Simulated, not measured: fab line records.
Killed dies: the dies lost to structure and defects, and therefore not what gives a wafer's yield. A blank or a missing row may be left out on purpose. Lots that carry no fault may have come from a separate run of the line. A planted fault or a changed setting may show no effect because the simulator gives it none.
The tool behind it: which one? | flow n5 finfet | 9 lots, 27 wafers sampled, at 3 steps of a route of 1938

## WHAT THE GAUGES READ, wafer by wafer
N5_BEOL_M8_CD_MEAS_28 targets a cd of 40 nm.
lot  | measured     | on        | cd nm (nm)
L363 | day 10 12:14 | cd sem-02 | 40.30 40.04 40.30
L365 | day 10 18:46 | cd sem-02 | 40.01 39.50 39.86
L371 | day 12 06:45 | cd sem-01 | 40.11 39.82 39.92
L370 | day 12 09:28 | cd sem-01 | 40.42 40.30 40.07
L376 | day 13 22:25 | cd sem-03 | 39.99 40.13 39.89
L380 | day 14 12:29 | cd sem-02 | 39.72 40.22 39.78
L383 | day 15 10:33 | cd sem-01 | 40.18 39.70 40.09
L381 | day 15 10:43 | cd sem-01 | 40.11 40.42 39.95
L384 | day 15 14:57 | cd sem-03 | 40.12 40.02 39.89

N5_BEOL_M8_INSPECT_30: inspects for defects (brightfield).
lot  | measured     | on                | raw defect count
L363 | day 10 12:19 | defect inspect-01 | 374 301 344
L365 | day 10 18:52 | defect inspect-01 | 317 225 304
L371 | day 12 06:50 | defect inspect-01 | 1132 1109 470
L370 | day 12 09:34 | defect inspect-01 | 1064 1128 485
L376 | day 13 22:31 | defect inspect-01 | 287 273 372
L380 | day 14 12:35 | defect inspect-01 | 305 359 350
L383 | day 15 10:38 | defect inspect-02 | 400 305 479
L381 | day 15 10:49 | defect inspect-01 | 349 406 354
L384 | day 15 15:02 | defect inspect-02 | 475 396 448

## WHAT TOOL EACH LOT RAN ON (gives the tool, then ch and the chambers of the sampled wafers, and finally the start)
lot  | N5_BEOL_M8_HM_OPEN_17
L363 | rie metal-02 ch 0,1, day 10 10:47
L365 | rie metal-02 ch 0,1, day 10 16:31
L371 | rie metal-02 ch 0,1, day 12 04:32
L370 | rie metal-02 ch 0,1, day 12 07:45
L376 | rie metal-03 ch 0,1, day 13 19:55
L380 | rie metal-03 ch 1, day 14 11:08
L383 | rie metal-02 ch 1, day 15 08:24
L381 | rie metal-02 ch 0,1, day 15 08:38
L384 | rie metal-02 ch 0,1, day 15 12:22
- N5_BEOL_M8_HM_OPEN_17: chemistry Cl2/BCl3, target TiN, target depth 20 nm, overetch 6 nm.

## WHAT THE TOOLS THEMSELVES READ (means of the sampled wafers that have a number; where no wafer has one, the mark that the record gives instead)
N5_BEOL_M8_HM_OPEN_17.
lot  | tool         | drypump motor current A (A) | mfc ar sccm (sccm) | oes product au (a.u.) | throttle valve pct (%)
L363 | rie metal-02 | 5.4                         | 25.06              | 0.68                  | 22.34
L365 | rie metal-02 | 5.6                         | 25.05              | 0.74                  | 22.25
L371 | rie metal-02 | 5.6                         | 24.99              | 0.72                  | 22.25
L370 | rie metal-02 | 5.6                         | 25.04              | 0.73                  | 22.25
L376 | rie metal-03 | 5.6                         | 24.98              | 0.69                  | 22.16
L380 | rie metal-03 | 5.6                         | 25.03              | 0.71                  | 22.07
L383 | rie metal-02 | 5.7                         | 24.99              | 0.75                  | 22.18
L381 | rie metal-02 | 5.4                         | 25.08              | 0.65                  | 22.36
L384 | rie metal-02 | 5.4                         | 25.01              | 0.65                  | 22.36

## THE ANSWER, worked out from the rows above alone
Rule: what is usual is taken from the lots themselves. Put in order of their means at a reading, lots are off if they are a third of the lots or fewer, leave a main group of 4 or more, and stand apart from it by a gap of 3 or more times the standard deviation of the main group's means; of several such gaps the widest counts. A main group whose means are all the same, to the digits that the tables above print for the reading, isn't used. Also off: a lot with no number at a reading for which 4 or more lots have one. Any other lot the step has rows for is counted as sound. Order of review: gauges by route order, followed by the tools' own readings, for which a lot's mean as printed above is used. The first step at which some lot is off is used, and at that step the reading that is off furthest; a lot without a number counts as furthest.
Off: L371, L370, at N5_BEOL_M8_INSPECT_30 (raw defect count). Main group: mean 353, sd 49.
A tool fits if, at a process step before that reading, it ran every lot that is off, and no sound lot after the first of them. Those tools and the gauges at N5_BEOL_M8_INSPECT_30 are tried in the same way. None of those tried fits.

## WHAT HAD BEEN PUT IN BY THE SIMULATOR
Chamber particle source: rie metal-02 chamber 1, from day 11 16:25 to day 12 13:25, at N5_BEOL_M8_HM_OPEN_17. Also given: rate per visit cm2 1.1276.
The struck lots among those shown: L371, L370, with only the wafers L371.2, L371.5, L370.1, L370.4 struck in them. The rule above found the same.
